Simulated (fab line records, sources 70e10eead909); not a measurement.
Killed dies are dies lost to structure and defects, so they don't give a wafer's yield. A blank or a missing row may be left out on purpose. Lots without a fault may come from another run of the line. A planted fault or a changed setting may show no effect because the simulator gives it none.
Which tool did it? | flow nand_harc | 13 lots, 39 wafers sampled, at 5 steps of a route of 1302

WHAT THE GAUGES READ, wafer by wafer
NHARC_A_CHANNEL_HOLE_D1_CD_MEAS_30.
lot  | measured     | on        | cd_nm (nm)
L938 | day 8 22:49  | cd_sem-03 | 90.3 92.5 91.3
L939 | day 9 20:38  | cd_sem-02 | 91.4 91.9 90.8
L940 | day 10 04:23 | cd_sem-02 | 90.9 90.0 89.9
L942 | day 11 00:52 | cd_sem-02 | 92.3 92.1 90.9
L944 | day 11 08:40 | cd_sem-02 | 90.4 92.8 90.1
L943 | day 11 09:06 | cd_sem-02 | 91.0 88.6 91.1
L946 | day 12 08:07 | cd_sem-03 | 89.1 91.5 88.7
L948 | day 13 08:37 | cd_sem-01 | 90.4 90.8 90.0
L953 | day 15 13:12 | cd_sem-01 | 91.6 90.7 88.5
L956 | day 17 10:00 | cd_sem-03 | 88.3 91.1 89.0
L958 | day 17 18:29 | cd_sem-01 | 88.3 90.2 90.2
L959 | day 18 00:34 | cd_sem-03 | 88.3 89.5 89.1
L960 | day 18 09:00 | cd_sem-03 | 90.2 89.1 90.5

NHARC_A_DECK1_JOINT_THK_MEAS_14: measures by ellipsometry.
lot  | measured     | on            | thk_nm (nm)
L938 | day 11 10:11 | film_metro-02 | 50.0 51.5 51.4
L939 | day 12 09:37 | film_metro-01 | 51.5 53.5 50.4
L940 | day 12 14:59 | film_metro-01 | 51.0 54.1 50.9
L942 | day 13 13:32 | film_metro-02 | 49.6 50.9 49.0
L944 | day 13 19:09 | film_metro-02 | 52.0 52.4 51.8
L943 | day 13 19:09 | film_metro-01 | 52.2 49.6 52.5
L946 | day 14 19:04 | film_metro-01 | 49.8 48.3 48.0
L948 | day 15 19:10 | film_metro-02 | 50.8 53.3 49.7
L953 | day 18 02:27 | film_metro-02 | 51.9 51.3 50.7
L956 | day 19 21:20 | film_metro-02 | 50.0 45.8 51.6
L958 | day 20 02:36 | film_metro-02 | 49.0 50.5 50.5
L959 | day 20 12:10 | film_metro-01 | 50.3 50.7 53.2
L960 | day 21 05:37 | film_metro-01 | 52.3 48.0 52.5

NHARC_END_SORT_01.
lot  | measured     | on        | killed_at_array | killed_at_other | killed_at_periphery | killed_dies | killed_open | killed_short
L943 | day 26 08:05 | prober-02 | 53 69 66        | 1 1 1           | 5 4 2               | 59 74 69    | 0 2 1       | 3 2 4

WHICH TOOL RAN EACH LOT (tool, then ch and the chambers of the sampled wafers, then the start)
lot  | NHARC_A_CHANNEL_FILL_D1_ALD_03                 | NHARC_A_CHANNEL_FILL_D1_CMP_10
L938 | ald_sin_batch-03 ch 0, day 10 23:17 or earlier | cmp-01 ch 1,2, day 10 23:17
L939 | ald_sin_batch-03 ch 0, day 11 22:36 or earlier | cmp-04 ch 2,3, day 11 22:36
L940 | ald_sin_batch-03 ch 0, day 12 03:58 or earlier | cmp-01 ch 0,1,3, day 12 03:58
L942 | ald_sin_batch-03 ch 0, day 13 02:38 or earlier | cmp-02 ch 1,2,3, day 13 02:38
L944 | ald_sin_batch-01 ch 0, day 13 08:10 or earlier | cmp-01 ch 0,1,3, day 13 08:10
L943 | ald_sin_batch-01 ch 0, day 13 08:19 or earlier | cmp-01 ch 1,2,3, day 13 08:19
L946 | ald_sin_batch-01 ch 0, day 14 08:08 or earlier | cmp-04 ch 1,2,3, day 14 08:08
L948 | ald_sin_batch-03 ch 0, day 15 07:57 or earlier | cmp-02 ch 1,3, day 15 07:57
L953 | ald_sin_batch-02 ch 0, day 17 15:31 or earlier | cmp-04 ch 1,2,3, day 17 15:31
L956 | ald_sin_batch-02 ch 0, day 19 10:22 or earlier | cmp-01 ch 0,1, day 19 10:22
L958 | ald_sin_batch-02 ch 0, day 19 15:45 or earlier | cmp-04 ch 0,1,2, day 19 15:45
L959 | ald_sin_batch-02 ch 0, day 20 01:05 or earlier | cmp-04 ch 0,2,3, day 20 01:05
L960 | ald_sin_batch-03 ch 0, day 20 17:53 or earlier | cmp-02 ch 0,1,3, day 20 17:53
- NHARC_A_CHANNEL_FILL_D1_ALD_03: deposits SiNx, target thk 6 nm, pulse time 60 s, ald cycles 58.
- NHARC_A_CHANNEL_FILL_D1_CMP_10: polishes, target thk 150 nm.

WHAT THE TOOLS THEMSELVES READ (means of the sampled wafers that have a number; where no wafer has one, the mark that the record gives instead)
NHARC_A_CHANNEL_FILL_D1_ALD_03.
lot  | tool             | chamber_pressure_Torr (Torr) | precursor_pulse_height_rel
L938 | ald_sin_batch-03 | 1.998                        | 1.001
L939 | ald_sin_batch-03 | 1.998                        | 1.012
L940 | ald_sin_batch-03 | 2.002                        | 0.996
L942 | ald_sin_batch-03 | 2.002                        | 1.015
L944 | ald_sin_batch-01 | 2.001                        | 1.011
L943 | ald_sin_batch-01 | 1.998                        | 0.991
L946 | ald_sin_batch-01 | 2.003                        | 0.988
L948 | ald_sin_batch-03 | 2.004                        | 0.992
L953 | ald_sin_batch-02 | 2.001                        | 0.999
L956 | ald_sin_batch-02 | 2.001                        | 0.990
L958 | ald_sin_batch-02 | 1.996                        | 0.974
L959 | ald_sin_batch-02 | 1.999                        | 1.006
L960 | ald_sin_batch-03 | 2.001                        | 1.014

NHARC_A_CHANNEL_FILL_D1_CMP_10.
lot  | tool   | motor_current_A (A) | time_to_endpoint_s (s)
L938 | cmp-01 | 11.2                | 17.4
L939 | cmp-04 | 12.0                | 18.0
L940 | cmp-01 | 11.8                | 11.0
L942 | cmp-02 | 12.3                | 13.8
L944 | cmp-01 | 11.8                | 12.9
L943 | cmp-01 | 11.1                | 12.6
L946 | cmp-04 | 12.2                | 13.5
L948 | cmp-02 | 10.2                | 12.1
L953 | cmp-04 | 12.1                | 16.0
L956 | cmp-01 | 11.6                | 23.8
L958 | cmp-04 | 12.9                | 13.8
L959 | cmp-04 | 12.5                | 12.9
L960 | cmp-02 | 10.9                | 13.9

THE ANSWER, worked out from the rows above alone
Rule: what is usual is taken from the lots themselves. Put in order of their means at a reading, lots are off if they are a third of the lots or fewer, leave a main group of 4 or more, and stand apart from it by a gap of 3 or more times the standard deviation of the main group's means; of several such gaps the widest counts. A main group whose means are all the same, to the digits that the tables above print for the reading, isn't used. A lot without any number at a reading at which 4 lots or more have one is off too. The other lots that the step has rows for count as sound. The gauges are gone through in route order, then the tools' own readings, and for those a lot's mean is taken as printed above. The first step at which some lot is off is used, and at that step the reading that is off furthest; a lot without a number counts as furthest.
No lot is off at any reading shown: from this, nothing can be told.

WHAT THE SIMULATOR HAD PUT IN
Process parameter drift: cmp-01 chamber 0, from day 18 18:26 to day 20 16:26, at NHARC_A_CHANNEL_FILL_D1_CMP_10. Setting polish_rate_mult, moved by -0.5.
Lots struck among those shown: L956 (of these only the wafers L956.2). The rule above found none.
